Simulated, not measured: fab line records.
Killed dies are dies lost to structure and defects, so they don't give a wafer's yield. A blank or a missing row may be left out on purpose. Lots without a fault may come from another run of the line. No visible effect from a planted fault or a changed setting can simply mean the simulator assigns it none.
Split-lot experiment + flow n5_finfet + on a route of 1938 steps: 7 lots, 39 wafers read

## ON THE SPLIT
At N5_DUMMY_GATE_ETCH_37 (etches SOC in N2/H2, target depth 60 nm, overetch 30 nm), the setting source_w was moved away from the recipe's 840 W on 15 of the 39 wafers read, by -12.3% to +12.6%. The other wafers ran this setting at the recipe's value.

The reading is taken at the split's own step.

## THE READING
rf_vpp_V, in V, at N5_DUMMY_GATE_ETCH_37 (etches SOC in N2/H2, target depth 60 nm, overetch 30 nm). Typical for fault-free wafers on this fab line: 523.8 V, with standard deviation 2.2 V.

| wafer  | tool, chamber at the split | source_w as run, W | against the recipe | rf_vpp_V, V | against lot-mates on the recipe |
|--------|----------------------------|--------------------|--------------------|-------------|---------------------------------|
| L075.1 | rie_diel-01, 1             | 840                | recipe             | 521.0       | -                               |
| L075.2 | rie_diel-01, 3             | 840                | recipe             | 522.6       | -                               |
| L075.3 | rie_diel-01, 2             | 840                | recipe             | 527.1       | -                               |
| L075.4 | rie_diel-01, 0             | 773.2              | -8.0%              | 539.2       | +15.6                           |
| L075.5 | rie_diel-01, 0             | 773.2              | -8.0%              | 539.7       | +16.1                           |
| L075.6 | rie_diel-01, 3             | 773.2              | -8.0%              | 534.6       | +11.0                           |
| L076.1 | rie_diel-01, 2             | 840                | recipe             | 526.4       | -                               |
| L076.2 | rie_diel-01, 1             | 897                | +6.8%              | 510.8       | -13.9                           |
| L076.3 | rie_diel-01, 3             | 897                | +6.8%              | 509.5       | -15.2                           |
| L076.4 | rie_diel-01, 0             | 897                | +6.8%              | 512.1       | -12.6                           |
| L076.5 | rie_diel-01, 2             | 840                | recipe             | 525.9       | -                               |
| L076.6 | rie_diel-01, 1             | 840                | recipe             | 521.7       | -                               |
| L083.1 | rie_diel-02, 3             | 840                | recipe             | 525.5       | -                               |
| L083.2 | rie_diel-02, 1             | 840                | recipe             | 522.0       | -                               |
| L083.3 | rie_diel-02, 0             | 945.8              | +12.6%             | 505.3       | -18.4                           |
| L083.4 | rie_diel-02, 2             | 840                | recipe             | 523.5       | -                               |
| L083.5 | rie_diel-02, 3             | 945.8              | +12.6%             | 505.2       | -18.5                           |
| L083.6 | rie_diel-02, 2             | 945.8              | +12.6%             | 502.8       | -20.9                           |
| L085.1 | rie_diel-02, 0             | 736.3              | -12.3%             | 549.9       | +25.9                           |
| L085.2 | rie_diel-02, 3             | 840                | recipe             | 525.6       | -                               |
| L085.3 | rie_diel-02, 1             | 840                | recipe             | 521.5       | -                               |
| L085.4 | rie_diel-02, 2             | 840                | recipe             | 525.0       | -                               |
| L085.5 | rie_diel-02, 3             | 736.3              | -12.3%             | 548.1       | +24.1                           |
| L085.6 | rie_diel-02, 0             | 736.3              | -12.3%             | 550.0       | +26.0                           |
| L086.1 | rie_diel-03, 2             | 840                | recipe             | 524.2       | -                               |
| L086.2 | rie_diel-03, 0             | 840                | recipe             | 526.8       | -                               |
| L086.3 | rie_diel-03, 1             | 840                | recipe             | 523.0       | -                               |
| L086.4 | rie_diel-03, 3             | 840                | recipe             | 520.1       | -                               |
| L086.5 | rie_diel-03, 2             | 840                | recipe             | 523.0       | -                               |
| L086.6 | rie_diel-03, 1             | 840                | recipe             | 524.0       | -                               |
| L088.1 | rie_diel-02, 1             | 840                | recipe             | 520.5       | -                               |
| L088.2 | rie_diel-02, 0             | 840                | recipe             | 526.1       | -                               |
| L088.3 | rie_diel-02, 3             | 755                | -10.1%             | 544.2       | +20.5                           |
| L088.4 | rie_diel-02, 2             | 755                | -10.1%             | 541.4       | +17.7                           |
| L088.5 | rie_diel-02, 3             | 755                | -10.1%             | 544.9       | +21.2                           |
| L088.6 | rie_diel-02, 2             | 840                | recipe             | 524.6       | -                               |
| L096.2 | rie_diel-03, 3             | 840                | recipe             | 521.1       | -                               |
| L096.3 | rie_diel-03, 1             | 840                | recipe             | 521.3       | -                               |
| L096.5 | rie_diel-03, 0             | 840                | recipe             | 526.3       | -                               |

THE FIT
A straight line over all 39 wafers: rf_vpp_V changes by -1.82 V for each +1% of source_w; r = -0.98; the points scatter about the line by 2.4 V.
The same after taking each lot's own level away (the mean of its wafers on the recipe; 39 wafers): -1.83 V for each +1%; r = -0.98; scatter 2.4 V.
According to that fit, moving source_w by its largest amount changes the reading by 23 V.
The span of the lots' own levels, 522.90 to 524.67 V, comes to 0.8 times the standard deviation stated above.
So the lot-to-lot level changes the slope little: the two slopes agree.
Check: -23.3 V against its lot-mates is what the line predicts for one of the wafers moved furthest among these (+12.6%) when that wafer is left out of the fit. Against them it came out at -18.4 V.
Tool readings at the split's step, against how far the setting was moved: rf_vpp_V r = -0.98.

## FILE'S OWN FIT
rf_vpp_V changes by -1.84 V for each +1% of source_w, r = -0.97.
